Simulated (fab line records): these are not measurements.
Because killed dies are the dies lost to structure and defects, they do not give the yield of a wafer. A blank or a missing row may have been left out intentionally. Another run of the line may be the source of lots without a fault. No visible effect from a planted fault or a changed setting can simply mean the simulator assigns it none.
Which tool is to blame? | flow n5Finfet | 31 wafers from 11 lots sampled at 3 of the route's 1938 steps

WHAT EACH GAUGE READ, for each wafer
N5_BEOL_M8_CD_MEAS_28 targets a cd of 40 nm.
lot  | measured     | on       | cdNm (nm)
L495 | day 9 12:24  | cdSem-02 | 40.54 40.26 40.55
L497 | day 9 21:01  | cdSem-02 | 40.09 39.74 39.75
L499 | day 10 19:34 | cdSem-02 | 39.51 39.64 39.93
L501 | day 11 04:53 | cdSem-02 | 40.01 39.93 40.44
L502 | day 11 14:54 | cdSem-01 | 39.88 40.01
L500 | day 11 20:38 | cdSem-01 | 40.24 39.90 39.97
L510 | day 13 11:14 | cdSem-03 | 40.53 39.69 40.54
L511 | day 14 03:44 | cdSem-01 | 39.96 39.99 39.89
L513 | day 14 04:17 | cdSem-01 | 40.13 39.95 40.17
L514 | day 14 09:34 | cdSem-03 | 39.88 40.06 39.84
L517 | day 15 21:52 | cdSem-01 | 39.67 39.83

WHICH TOOL RAN EACH LOT (tool, then ch and the chambers of the sampled wafers, then the start)
lot  | N5_BEOL_M8_DESCUM_16              | N5_BEOL_M8_STRIP_19
L495 | rieDiel-03 ch 1,2,3, day 9 09:50  | rieDiel-02 ch 0,2,3, day 9 10:13
L497 | rieDiel-02 ch 0,1,2, day 9 19:10  | rieDiel-03 ch 0,2,3, day 9 19:33
L499 | rieDiel-03 ch 1,3, day 10 17:28   | rieDiel-02 ch 0,1,3, day 10 17:58
L501 | rieDiel-02 ch 0,1,3, day 11 03:57 | rieDiel-04 ch 0,3, day 11 04:20
L502 | rieDiel-03 ch 1,3, day 11 12:28   | rieDiel-02 ch 0,2, day 11 13:00
L500 | rieDiel-02 ch 0,1, day 11 16:55   | rieDiel-04 ch 1,2,3, day 11 17:40
L510 | rieDiel-03 ch 0,2,3, day 13 10:17 | rieDiel-03 ch 0,1,3, day 13 10:42
L511 | rieDiel-03 ch 0,1,3, day 14 02:49 | rieDiel-04 ch 2,3, day 14 03:13
L513 | rieDiel-03 ch 0,1, day 14 03:14   | rieDiel-02 ch 0,1,3, day 14 03:43
L514 | rieDiel-04 ch 0,2, day 14 08:48   | rieDiel-04 ch 0,3, day 14 09:11
L517 | rieDiel-04 ch 0,1, day 15 20:36   | rieDiel-02 ch 1,2, day 15 20:59
- N5_BEOL_M8_DESCUM_16: chemistry O2, time 7.9 s.
- N5_BEOL_M8_STRIP_19: strips in O2.

THE ANSWER, worked out from the rows above alone
Rule: the usual values come from the lots themselves. Put in order of their means at a reading, lots are off if they are a third of the lots or fewer, leave a main group of 4 or more, and stand apart from it by a gap of 3 or more times the standard deviation of the main group's means; of several such gaps the widest counts. Not used: any main group whose means are identical at the precision the tables above print for the reading. Also off: a lot with no number at a reading for which 4 or more lots have one. Any other lot the step has rows for is counted as sound.
Nothing can be told from this: no lot is off at any reading shown.

WHAT THE SIMULATOR HAD PUT IN
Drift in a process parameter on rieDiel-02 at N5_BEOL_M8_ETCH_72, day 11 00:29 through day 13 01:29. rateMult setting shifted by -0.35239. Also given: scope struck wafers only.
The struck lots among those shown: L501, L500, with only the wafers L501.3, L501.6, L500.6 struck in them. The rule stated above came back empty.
